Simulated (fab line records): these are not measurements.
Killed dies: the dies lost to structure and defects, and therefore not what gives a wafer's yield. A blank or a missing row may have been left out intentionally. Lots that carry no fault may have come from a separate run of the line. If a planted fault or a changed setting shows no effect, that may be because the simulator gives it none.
Chamber matching | flow nand_harc | NHARC_P_M1_PRE_CLEAN_32 on pecvd-04: 3 sister chambers
The step time 12 s. 16 wafers are shown with their chamber, then 8 later ones without.

WAFERS PAIRED WITH THEIR CHAMBERS
wafer  | chamber | heater_power_w (W)
L076.1 | 0       | 579
L076.2 | 2       | 610
L076.3 | 1       | 569
L077.2 | 2       | 577
L077.3 | 2       | 595
L077.6 | 2       | 589
L078.2 | 1       | 557
L078.4 | 0       | 562
L078.5 | 2       | 696
L081.1 | 2       | 605
L081.3 | 1       | 485
L081.4 | 2       | 625
L083.1 | 2       | 647
L083.5 | 0       | 644
L083.6 | 2       | 643
L086.1 | 2       | 700

SIGNATURES (means of the wafers above)
reading        | chamber 0 | chamber 1 | chamber 2 | scatter within a chamber
heater_power_w | 595.00    | 537.00    | 628.70    | 43.3
Rule: for each reading, subtract the chamber's mean from the wafer's reading, divide by that reading's scatter and square the result; add these up over the readings and take the root, which gives the wafer's distance from the chamber. If the next closest chamber is less than 2 further off than the closest, the wafer can't be placed; otherwise it belongs to the closest. The scatter: the root of (the sum of the squares of (reading less its chamber's mean) over the shown wafers, divided by (wafers less chambers)).

WAFERS WITHOUT THEIR CHAMBER
wafer  | heater_power_w (W)
L086.4 | 575
L086.5 | 607
L089.3 | 590
L089.5 | 602
L089.6 | 606
L092.1 | 568
L092.2 | 655
L092.5 | 674

CHAMBER TAKEN BY EACH
wafer  | from the rows above          | in truth
L086.4 | can't be placed: 0 or 1 or 2 | 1
L086.5 | can't be placed: 0 or 2 or 1 | 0
L089.3 | can't be placed: 0 or 2 or 1 | 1
L089.5 | can't be placed: 0 or 2 or 1 | 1
L089.6 | can't be placed: 0 or 2 or 1 | 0
L092.1 | can't be placed: 0 or 1 or 2 | 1
L092.2 | can't be placed: 2 or 0      | 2
L092.5 | can't be placed: 2 or 0      | 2
Correct placement for 0 of the 8. From these rows, 8 cannot be placed; in 8 the true chamber is one of the candidates. 0 placed wrongly.
